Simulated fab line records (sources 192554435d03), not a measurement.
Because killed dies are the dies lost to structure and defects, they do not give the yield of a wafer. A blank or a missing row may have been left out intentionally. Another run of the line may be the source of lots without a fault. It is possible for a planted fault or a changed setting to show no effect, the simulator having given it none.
fab line records | flow n5-finfet
record: lots: 11 | wafers: 32 | last-day: 18
route steps=1938 shown BEOL_M1@797 PAD_METAL@1896 PASSIVATION@1905
lots untouched by any fault: they come from a run of this same line in which no faults occurred
start-h: start of the lot's first displayed wafer, in hours after the record's first day | wait-h: hours elapsed since this lot's preceding step | " as in the row above | L1.1+2: a single row standing in for several wafers | - either no value or no given start | * or withheld: withheld | < > ~ a bound
route shown NAME@n: a module of which the file shows steps, and the number in the route of the first | usual: mean/standard deviation of fault-free wafers | same: alike in all rows | chamber/n: place in a boat | sites: per-site readings | _std_site: how widely they spread, as a standard deviation | _edge_site: the outer-site mean with the inner-site mean subtracted | radius-mm: how far each site lies from the wafer's centre | mask NAME#n: copy n | behind: the most recent tool/chamber to have shaped the wafer | hold: the reason the lot was held/the length of the hold in hours/how it ended | device: the n, p or np transistor that did not switch | end of line: tests of these same wafers at the route's end | a step without rows: its recipe alone | killed: at the first sort, the dies lost to defects and structure; wafer yield is something else | map: dies across one wafer; x = killed, . = not, _ = none there
set.NAME: the setting the step ran with; set.NAME@STEP: the setting that earlier step ran with | model.NAME: the simulator's own value behind a step, which no gauge read
route steps across a sampled set of lots; one table per step, one row per wafer
services: when a tool's chamber went out of use (start-h, in hours from the record's first day, below 0 if earlier), for how many hours, and the reason
== steps ==
step: N5_BEOL_M1_VIA_ETCH_34
recipe: chemistry: C4F6/O2 | target-depth-a: 678 | mask-material: SOC | pressure-mtorr: 15 | ion-energy-ev: 250 | taper-deg: 4 | time-s: 64.4 | source-w: 350 | bias-w: 170 | Ar_flow_sccm: 300 | C4F6_flow_sccm: 10 | O2_flow_sccm: 10
usual: drypump-motor-current-A: 5.5/0.39 | oes_f_703_au: 0.81/0.086 | oes-product-au: 0.81/0.093 | rf-vpp-V: 667/7.1 | showerhead-plenum-p-Torr: 2.89/0.071 | throttle-valve-pct: 30.68/0.28
lot.wafer | tool        | chamber | start-h | wait-h | drypump-motor-current-A | oes_f_703_au | oes-product-au | rf-hours-counter-h | rf-vpp-V | showerhead-plenum-p-Torr | throttle-valve-pct
L777.1    | rie-diel-05 | 0       | 123.92  | 0.0    | 6.2                     | 0.75         | 0.75           | 153                | 672      | 2.96                     | 31.00
L777.3    | "           | 2       | "       | "      | 5.5                     | 0.90         | 0.92           | 23                 | 664      | 2.89                     | 30.52
L777.6    | "           | 1       | "       | "      | 5.6                     | 0.77         | 0.77           | -                  | 661      | 2.87                     | 30.85
L778.1    | rie-diel-05 | 2       | 136.01  | 0.0    | 5.5                     | 0.90         | 0.92           | 26                 | 663      | 2.89                     | 30.53
L778.3    | "           | 0       | "       | "      | 6.2                     | 0.75         | 0.75           | 156                | 672      | 2.96                     | 31.00
L778.4    | "           | 1       | "       | "      | 5.6                     | 0.77         | 0.77           | 140                | 663      | 2.86                     | 30.86
L779.1    | rie-diel-02 | 2       | 154.27  | 0.0    | 5.6                     | 0.76         | 0.75           | 153                | 662      | 2.83                     | 30.27
L779.3    | "           | 3       | "       | "      | 5.2                     | 0.70         | 0.72           | 164                | 678      | 2.96                     | 31.07
L779.6    | "           | 1       | "       | "      | 4.9                     | 0.68         | 0.67           | -                  | 660      | 2.90                     | 30.62
L780.1    | rie-diel-05 | 2       | 154.39  | 0.0    | 5.5                     | 0.89         | 0.90           | 30                 | 663      | 2.88                     | 30.51
L780.3    | "           | 1       | "       | "      | 5.6                     | 0.77         | 0.75           | 144                | 662      | 2.86                     | 30.86
L780.6    | "           | 1       | "       | "      | 5.6                     | 0.76         | 0.75           | -                  | 664      | 2.86                     | 30.88
L785.1    | rie-diel-05 | 2       | 188.01  | 0.0    | 5.5                     | 0.87         | 0.89           | 40                 | 664      | 2.88                     | 30.54
L785.3    | "           | 1       | "       | "      | 5.6                     | 0.76         | 0.76           | 153                | 663      | 2.86                     | 30.87
L785.5    | "           | 3       | "       | "      | 5.6                     | 0.91         | 0.91           | -                  | 667      | 2.81                     | 30.85
L786.1    | rie-diel-04 | 2       | 188.20  | 0.0    | 6.4                     | 0.87         | 0.88           | 50                 | 675      | 2.90                     | 30.94
L786.5    | "           | 0       | "       | "      | 5.9                     | 0.78         | 0.76           | -                  | 656      | 2.86                     | 30.61
L786.6    | "           | 1       | "       | "      | 5.3                     | 0.93         | 0.93           | -                  | 671      | 2.77                     | 30.53
L788.3    | rie-diel-05 | 2       | 191.23  | 0.0    | 5.5                     | 0.87         | 0.89           | 41                 | 663      | 2.88                     | 30.54
L788.5    | "           | 3       | "       | "      | 5.6                     | 0.91         | 0.91           | -                  | 666      | 2.81                     | 30.83
L788.6    | "           | 0       | "       | "      | 6.2                     | 0.74         | 0.75           | -                  | 671      | 2.95                     | 31.01
L790.2    | rie-diel-05 | 0       | 212.46  | 0.0    | 6.2                     | 0.73         | 0.74           | 178                | 671      | 2.95                     | 31.01
L790.3    | "           | 1       | "       | "      | 5.6                     | 0.75         | 0.74           | 161                | 662      | 2.85                     | 30.87
L790.5    | "           | 0       | "       | "      | 6.2                     | 0.73         | 0.73           | -                  | 672      | 2.95                     | 31.00
L795.3    | rie-diel-02 | 3       | 240.67  | 0.0    | 5.2                     | 0.68         | 0.70           | 188                | 677      | 2.95                     | 31.06
L795.4    | "           | 2       | "       | "      | 5.6                     | 0.75         | 0.73           | 178                | 661      | 2.82                     | 30.29
L795.6    | "           | 3       | "       | "      | 5.2                     | 0.68         | 0.69           | -                  | 677      | 2.95                     | 31.07
L799.5    | rie-diel-02 | 3       | 263.31  | 0.0    | 5.2                     | 0.68         | 0.69           | -                  | 677      | 2.95                     | 31.10
L799.6    | "           | 2       | "       | "      | 5.6                     | 0.74         | 0.73           | -                  | 661      | 2.81                     | 30.28
L800.1    | rie-diel-02 | 0       | 271.37  | 0.0    | 5.4                     | 0.86         | 0.90           | 29                 | 670      | 3.00                     | 30.28
L800.2    | "           | 1       | "       | "      | 4.9                     | 0.89         | 0.89           | 20                 | 659      | 2.89                     | 30.47
L800.3    | "           | 2       | "       | "      | 5.6                     | 0.73         | 0.73           | 185                | 662      | 2.81                     | 30.32
step: N5_PASSIVATION_AL_DEP_21
recipe: material: Al | target-thk-a: 28000 | temp-c: 400 | time-s: 170 | power-w: 30000 | chamber-pressure-pa: 0.4 | gas: Ar
usual: throttle-valve-pct: 30.4/1.3
lot.wafer | tool           | chamber | start-h | wait-h | throttle-valve-pct
L777.1    | pvd-sputter-03 | -       | 282.70  | 0.1    | 31.5
L777.3    | "              | -       | "       | "      | 32.2
L777.6    | "              | -       | "       | "      | 32.1
L778.1    | pvd-sputter-01 | -       | 296.66  | 0.1    | 31.8
L778.3    | "              | -       | "       | "      | 30.3
L778.4    | "              | -       | "       | "      | 28.5
L779.1    | pvd-sputter-01 | -       | 297.28  | 0.1    | 30.4
L779.3    | "              | -       | "       | "      | 28.5
L779.6    | "              | -       | "       | "      | 28.1
L780.1    | pvd-sputter-03 | -       | 303.87  | 0.1    | 32.3
L780.3    | "              | -       | "       | "      | 31.6
L780.6    | "              | -       | "       | "      | 28.9
L786.1    | pvd-sputter-02 | -       | 317.98  | 0.1    | 29.1
L786.5    | "              | -       | "       | "      | 28.8
L786.6    | "              | -       | "       | "      | 30.4
L785.1    | pvd-sputter-03 | -       | 324.77  | 0.1    | 28.5
L785.3    | "              | -       | "       | "      | 32.2
L785.5    | "              | -       | "       | "      | 32.2
L788.3    | pvd-sputter-01 | -       | 342.43  | 0.1    | 28.3
L788.5    | "              | -       | "       | "      | 28.5
L788.6    | "              | -       | "       | "      | 30.2
L790.2    | pvd-sputter-01 | -       | 358.30  | 0.1    | 32.1
L790.3    | "              | -       | "       | "      | 30.3
L790.5    | "              | -       | "       | "      | 31.4
L795.3    | pvd-sputter-03 | -       | 394.89  | 0.1    | 28.6
L795.4    | "              | -       | "       | "      | 32.4
L795.6    | "              | -       | "       | "      | 28.6
L799.5    | pvd-sputter-02 | -       | 419.56  | 0.1    | 30.9
L799.6    | "              | -       | "       | "      | 30.6
L800.1    | pvd-sputter-02 | -       | 424.45  | 0.1    | 28.8
L800.2    | "              | -       | "       | "      | 30.5
L800.3    | "              | -       | "       | "      | 30.7
step: N5_PASSIVATION_CD_MEAS_30
recipe: target-cd-nm: 4000 | landing-energy-ev: 500 | detector: se-inlens | polarity: opening
usual: cd-nm: 4000.0/1.9
lot.wafer | tool      | chamber | start-h | wait-h | cd-nm
L777.1    | cd-sem-02 | 0       | 283.17  | -      | 4000.6
L777.3    | "         | 0       | "       | "      | 3999.7
L777.6    | "         | 0       | "       | "      | 4001.4
L778.1    | cd-sem-01 | 0       | 297.26  | -      | 4002.8
L778.3    | "         | 0       | "       | "      | 3999.6
L778.4    | "         | 0       | "       | "      | 3999.3
L779.1    | cd-sem-03 | 0       | 297.88  | -      | 4004.8
L779.3    | "         | 0       | "       | "      | 4001.2
L779.6    | "         | 0       | "       | "      | 4001.0
L780.1    | cd-sem-01 | 0       | 304.46  | -      | 3998.2
L780.3    | "         | 0       | "       | "      | 4002.1
L780.6    | "         | 0       | "       | "      | 3998.2
L786.1    | cd-sem-01 | 0       | 318.45  | -      | 4001.3
L786.5    | "         | 0       | "       | "      | 3999.6
L786.6    | "         | 0       | "       | "      | 4001.8
L785.1    | cd-sem-01 | 0       | 325.24  | -      | 3998.4
L785.3    | "         | 0       | "       | "      | 4000.3
L785.5    | "         | 0       | "       | "      | 4000.2
L788.3    | cd-sem-01 | 0       | 342.90  | -      | 3999.2
L788.5    | "         | 0       | "       | "      | 3996.9
L788.6    | "         | 0       | "       | "      | 3999.2
L790.2    | cd-sem-03 | 0       | 358.78  | -      | 4002.6
L790.3    | "         | 0       | "       | "      | 3999.2
L790.5    | "         | 0       | "       | "      | 3999.2
L795.3    | cd-sem-03 | 0       | 395.49  | -      | 3998.5
L795.4    | "         | 0       | "       | "      | 3998.1
L795.6    | "         | 0       | "       | "      | 3998.5
L799.5    | cd-sem-02 | 0       | 420.09  | -      | 4000.7
L799.6    | "         | 0       | "       | "      | 4001.7
L800.1    | cd-sem-01 | 0       | 424.94  | -      | 3998.2
L800.2    | "         | 0       | "       | "      | 4000.1
L800.3    | "         | 0       | "       | "      | 3996.8
step: N5_PASSIVATION_DESCUM_46
recipe: chemistry: O2 | time-s: 7.9 | source-power-w: 50 | bias-power-w: 20 | pressure-mtorr: 20 | rf-frequency-hz: 2.712e+07 | temp-c: 40 | o2-flow-sccm: 225
usual: drypump-motor-current-A: 5.7/0.52 | oes-product-au: 0.81/0.079 | rf-vpp-V: 243.9/1.2 | showerhead-plenum-p-Torr: 2.14/0.059 | throttle-valve-pct: 20.32/0.27
lot.wafer | tool        | chamber | start-h | wait-h | drypump-motor-current-A | oes-product-au | rf-hours-counter-h | rf-vpp-V | showerhead-plenum-p-Torr | throttle-valve-pct
L777.1    | rie-diel-01 | 2       | 285.25  | 0.2    | 5.2                     | 0.79           | 100                | 245.3    | 2.18                     | 20.13
L777.3    | "           | 1       | "       | "      | 5.8                     | 0.93           | 24                 | 245.4    | 2.22                     | 19.90
L777.6    | "           | 0       | "       | "      | 6.3                     | 0.74           | -                  | 245.2    | 2.18                     | 20.29
L778.1    | rie-diel-01 | 1       | 299.24  | 0.0    | 5.8                     | 0.93           | 29                 | 243.6    | 2.22                     | 19.92
L778.3    | "           | 2       | "       | "      | 5.2                     | 0.79           | 105                | 245.6    | 2.17                     | 20.15
L778.4    | "           | 3       | "       | "      | 6.6                     | 0.86           | 37                 | 243.8    | 2.13                     | 20.19
L779.1    | rie-diel-03 | 0       | 299.95  | 0.2    | 5.2                     | 0.83           | 75                 | 244.0    | 2.10                     | 20.15
L779.3    | "           | 2       | "       | "      | 5.0                     | 0.79           | 119                | 243.5    | 2.12                     | 20.80
L779.6    | "           | 2       | "       | "      | 5.0                     | 0.78           | -                  | 243.1    | 2.12                     | 20.81
L780.1    | rie-diel-01 | 3       | 306.50  | 0.0    | 6.6                     | 0.86           | 39                 | 243.1    | 2.13                     | 20.21
L780.3    | "           | 2       | "       | "      | 5.2                     | 0.78           | 108                | 245.6    | 2.17                     | 20.14
L780.6    | "           | 0       | "       | "      | 6.2                     | 0.73           | -                  | 244.0    | 2.17                     | 20.32
L786.1    | rie-diel-03 | 3       | 320.59  | 0.1    | 6.0                     | 0.76           | 154                | 240.4    | 2.02                     | 20.66
L786.5    | "           | 1       | "       | "      | 5.5                     | 0.68           | -                  | 243.2    | 2.15                     | 20.56
L786.6    | "           | 0       | "       | "      | 5.2                     | 0.82           | -                  | 242.0    | 2.10                     | 20.18
L785.1    | rie-diel-06 | 3       | 327.24  | 0.0    | 5.4                     | 0.86           | 47                 | 243.6    | 2.24                     | 20.48
L785.3    | "           | 2       | "       | "      | 6.3                     | 0.92           | 34                 | 242.3    | 2.03                     | 19.98
L785.5    | "           | 3       | "       | "      | 5.4                     | 0.86           | -                  | 244.2    | 2.24                     | 20.47
L788.3    | rie-diel-01 | 1       | 344.87  | 0.0    | 5.7                     | 0.90           | 45                 | 246.5    | 2.21                     | 19.93
L788.5    | "           | 0       | "       | "      | 6.3                     | 0.72           | -                  | 245.4    | 2.17                     | 20.33
L788.6    | "           | 3       | "       | "      | 6.6                     | 0.84           | -                  | 243.1    | 2.13                     | 20.22
L790.2    | rie-diel-03 | 1       | 360.81  | 0.0    | 5.5                     | 0.67           | 249                | 244.6    | 2.14                     | 20.57
L790.3    | "           | 0       | "       | "      | 5.2                     | 0.81           | 95                 | 244.6    | 2.09                     | 20.17
L790.5    | "           | 0       | "       | "      | 5.2                     | 0.81           | -                  | 242.2    | 2.09                     | 20.19
L795.3    | rie-diel-06 | 0       | 397.61  | 0.0    | 5.7                     | 0.90           | 37                 | 246.0    | 2.14                     | 20.22
L795.4    | "           | 1       | "       | "      | 6.6                     | 0.95           | 21                 | 243.2    | 2.16                     | 20.30
L795.6    | "           | 0       | "       | "      | 5.7                     | 0.89           | -                  | 243.3    | 2.14                     | 20.22
L799.5    | rie-diel-01 | 1       | 422.46  | 0.0    | 5.8                     | 0.88           | -                  | 245.0    | 2.20                     | 19.97
L799.6    | "           | 2       | "       | "      | 5.2                     | 0.75           | -                  | 244.4    | 2.16                     | 20.19
L800.1    | rie-diel-03 | 3       | 426.88  | 0.0    | 5.9                     | 0.74           | 192                | 241.3    | 2.01                     | 20.73
L800.2    | "           | 2       | "       | "      | 5.0                     | 0.74           | 165                | 242.5    | 2.10                     | 20.89
L800.3    | "           | 0       | "       | "      | 5.2                     | 0.78           | 118                | 243.6    | 2.09                     | 20.23
step: N5_PASSIVATION_PROBE_49
usual: defect-limited-yield: 91.4/1.5 | killed_at_M0_to_M3: 34/10 | killed_at_M4_up: 15/6 | killed-at-contacts: 12/6 | killed-at-front-end: 37/11 | killed-at-other: 3.3/2.8 | killed-dies: 101/18 | killed-on-rim: 14/4.4 | killed-open: 66/14 | killed-short: 33/7.8 | sort_bin_5_function: 5.0/0.97 | sort_bin_6_memory: 3.2/0.72 | sort-n-pass: 1079/18 | sort-yield-pct: 91.4/1.5
same: gross-dies: 1180 | killed-at-back-side: 0 | sort_bin_4_leakage[%]: 0 | sort_bin_8_speed[%]: 0
lot.wafer | tool      | chamber | start-h | wait-h | defect-limited-yield[%] | killed_at_M0_to_M3 | killed_at_M4_up | killed-at-contacts | killed-at-front-end | killed-at-other | killed-dies | killed-on-rim | killed-open | killed-short | sort_bin_5_function[%] | sort_bin_6_memory[%] | sort-n-pass | sort-yield-pct[%]
L786.1    | prober-02 | -       | 323.79  | 0.0    | 92.2                    | 47                 | 13              | 6                  | 24                  | 2               | 92          | 10            | 49          | 37           | 4.4                    | 2.6                  | 1088        | 92.2
L786.5    | prober-02 | -       | 323.99  | 0.2    | 92.2                    | 34                 | 15              | 4                  | 37                  | 2               | 92          | 6             | 48          | 35           | 4.7                    | 2.1                  | 1088        | 92.2
L786.6    | prober-02 | -       | 324.04  | 0.3    | 92.1                    | 41                 | 18              | 2                  | 29                  | 3               | 93          | 13            | 47          | 46           | 4.2                    | 3.2                  | 1087        | 92.1
L785.1    | prober-01 | -       | 330.28  | 0.0    | 89.7                    | 52                 | 20              | 4                  | 43                  | 2               | 121         | 22            | 80          | 40           | 6.2                    | 3.5                  | 1059        | 89.7
L785.3    | prober-01 | -       | 330.38  | 0.1    | 91.4                    | 40                 | 17              | 10                 | 30                  | 5               | 102         | 7             | 59          | 42           | 5.3                    | 2.8                  | 1078        | 91.4
L785.5    | prober-01 | -       | 330.48  | 0.2    | 83.3                    | 113                | 32              | 14                 | 38                  | 0               | 197         | 35            | 84          | 54           | 8.9                    | 5.4                  | 983         | 83.3
L788.3    | prober-01 | -       | 348.02  | 0.1    | 90.8                    | 31                 | 22              | 9                  | 44                  | 2               | 108         | 15            | 72          | 35           | 5.7                    | 3.1                  | 1072        | 90.8
L788.5    | prober-01 | -       | 348.12  | 0.2    | 84.9                    | 83                 | 20              | 10                 | 63                  | 2               | 178         | 36            | 86          | 36           | 8.6                    | 4.3                  | 1002        | 84.9
L788.6    | prober-01 | -       | 348.17  | 0.3    | 89.4                    | 49                 | 26              | 8                  | 42                  | 0               | 125         | 19            | 87          | 37           | 6.1                    | 4.3                  | 1055        | 89.4
killed by level:class
L786.1 BEOL_M0_SAQP:geometric-particle:short=19 BEOL_M0_SAQP:geometric-particle:open=16 BEOL_M4:geometric-particle:open=9 FIN_SAQP:geometric-particle:short=5 MOL_CONTACT_COAG:geometric-particle:open=5 BEOL_M1:geometric-particle:open=5 HKMG_FIN:area-etch=5 BEOL_M2:geometric-particle:open=4
L786.5 BEOL_M0_SAQP:geometric-particle:short=13 BEOL_M0_SAQP:geometric-particle:open=11 STARTING-WAFER:geometric-particle:open=8 HKMG_FIN:area-etch=8 FIN_SAQP:geometric-particle:short=5 BEOL_M4:geometric-particle:open=4 STARTING-WAFER:geometric-particle:short=4 DUMMY_GATE:geometric-particle:open=3
L786.6 BEOL_M0_SAQP:geometric-particle:short=15 BEOL_M3:geometric-particle:short=11 BEOL_M4:geometric-particle:open=11 FIN_SAQP:geometric-particle:short=7 BEOL_M0_SAQP:geometric-particle:open=7 FIN_SAQP:geometric-particle:open=6 GATE_CUT:geometric-particle:short=5 STI_FIN_REVEAL:geometric-particle:open=3
L785.1 BEOL_M0_SAQP:geometric-particle:open=19 FIN_SAQP:geometric-particle:open=13 BEOL_M4:geometric-particle:open=12 BEOL_M0_SAQP:geometric-particle:short=11 BEOL_M2:geometric-particle:open=10 FIN_SAQP:geometric-particle:short=8 STI_FIN_REVEAL:geometric-particle:open=5 BEOL_M1:geometric-particle:open=4
L785.3 BEOL_M0_SAQP:geometric-particle:short=12 BEOL_M0_SAQP:geometric-particle:open=9 MOL_CONTACT_COAG:geometric-particle:open=8 FIN_SAQP:geometric-particle:short=8 FIN_SAQP:geometric-particle:open=7 BEOL_M4:geometric-particle:open=7 BEOL_M2:geometric-particle:open=5 BEOL_M7:geometric-particle:open=5
L785.5 BEOL_M1:unspecified=55 BEOL_M0_SAQP:geometric-particle:short=20 BEOL_M4:geometric-particle:open=17 BEOL_M0_SAQP:geometric-particle:open=14 MOL_CONTACT_COAG:geometric-particle:open=9 BEOL_M2:geometric-particle:open=7 FIN_SAQP:geometric-particle:short=6 FIN_SAQP:geometric-particle:open=5
L788.3 FIN_SAQP:geometric-particle:open=20 BEOL_M4:geometric-particle:open=12 FIN_SAQP:geometric-particle:short=8 MOL_CONTACT_COAG:geometric-particle:open=8 BEOL_M0_SAQP:geometric-particle:short=8 BEOL_M3:geometric-particle:open=6 BEOL_M0_SAQP:geometric-particle:open=5 BEOL_M4:geometric-particle:short=5
L788.5 BEOL_M1:unspecified=51 FIN_SAQP:geometric-particle:open=17 BEOL_M4:geometric-particle:open=14 STI_FIN_REVEAL:geometric-particle:open=13 FIN_SAQP:geometric-particle:short=12 MOL_CONTACT_COAG:geometric-particle:open=8 BEOL_M0_SAQP:geometric-particle:short=8 BEOL_M3:geometric-particle:open=8
L788.6 BEOL_M4:geometric-particle:open=19 BEOL_M3:geometric-particle:open=13 FIN_SAQP:geometric-particle:open=9 STI_FIN_REVEAL:geometric-particle:open=9 BEOL_M0_SAQP:geometric-particle:short=9 MOL_CONTACT_COAG:geometric-particle:open=8 BEOL_M2:geometric-particle:open=7 BEOL_M0_SAQP:geometric-particle:open=7
== services ==
tool           | chamber | start-h | hours | kind
rie-diel-01    | 0       | 107.19  | 29.5  | repair
rie-diel-05    | 1       | 112.71  | 3.3   | repair
pvd-sputter-03 | -       | 144.93  | 4.2   | repair
rie-diel-02    | 2       | 145.20  | 5.7   | repair
rie-diel-01    | 3       | 172.08  | 16.0  | repair
rie-diel-02    | -       | 174.67  | 14.6  | pm
rie-diel-01    | 1       | 175.77  | 9.0   | repair
pvd-sputter-03 | -       | 178.36  | 1.0   | repair
rie-diel-03    | 3       | 184.82  | 4.3   | repair
rie-diel-02    | 0       | 190.78  | 2.9   | repair
rie-diel-02    | 3       | 201.95  | 4.0   | repair
rie-diel-05    | 3       | 210.20  | 15.3  | repair
rie-diel-03    | 3       | 259.60  | 4.2   | repair
rie-diel-02    | 3       | 264.08  | 11.4  | repair
rie-diel-02    | -       | 271.71  | 2.8   | pm
rie-diel-01    | 0       | 287.50  | 1.8   | repair
rie-diel-03    | 0       | 303.24  | 7.5   | repair
rie-diel-03    | 1       | 321.25  | 4.6   | repair
pvd-sputter-03 | -       | 332.92  | 11.1  | repair
rie-diel-05    | 3       | 351.34  | 12.4  | repair
rie-diel-01    | -       | 373.96  | 1.1   | repair
rie-diel-01    | 1       | 378.85  | 1.3   | repair
pvd-sputter-01 | -       | 414.60  | 1.4   | repair
pvd-sputter-03 | -       | 422.76  | 1.9   | repair
== key ==
first-sign: step: N5_PASSIVATION_PROBE_49 | reading: killed_at_M0_to_M3 | direction: up | sigmas: 6.1 | usual: 34 | struck: 98
effect: step: N5_PASSIVATION_PROBE_49 | reading: defect-limited-yield | direction: down | sigmas: 4.9 | usual: 91.4 | struck: 84.1
more-kills-born-at: N5_BEOL_M1_VIA_ETCH_34@rie-diel-05: 106
met-at N5_BEOL_M1_VIA_ETCH_34
struck-lots L785,L788
struck-wafers L785.5,L788.5
not-acting-at N5_PASSIVATION_AL_DEP_21,N5_PASSIVATION_CD_MEAS_30,N5_PASSIVATION_DESCUM_46
fault: kind: chamber-particle-source | tool: rie-diel-05 | chamber: 3 | onset-h: 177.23 | steps: N5_BEOL_M1_VIA_ETCH_34 | rate-per-visit-cm2: 1.1364 | end-h: 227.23
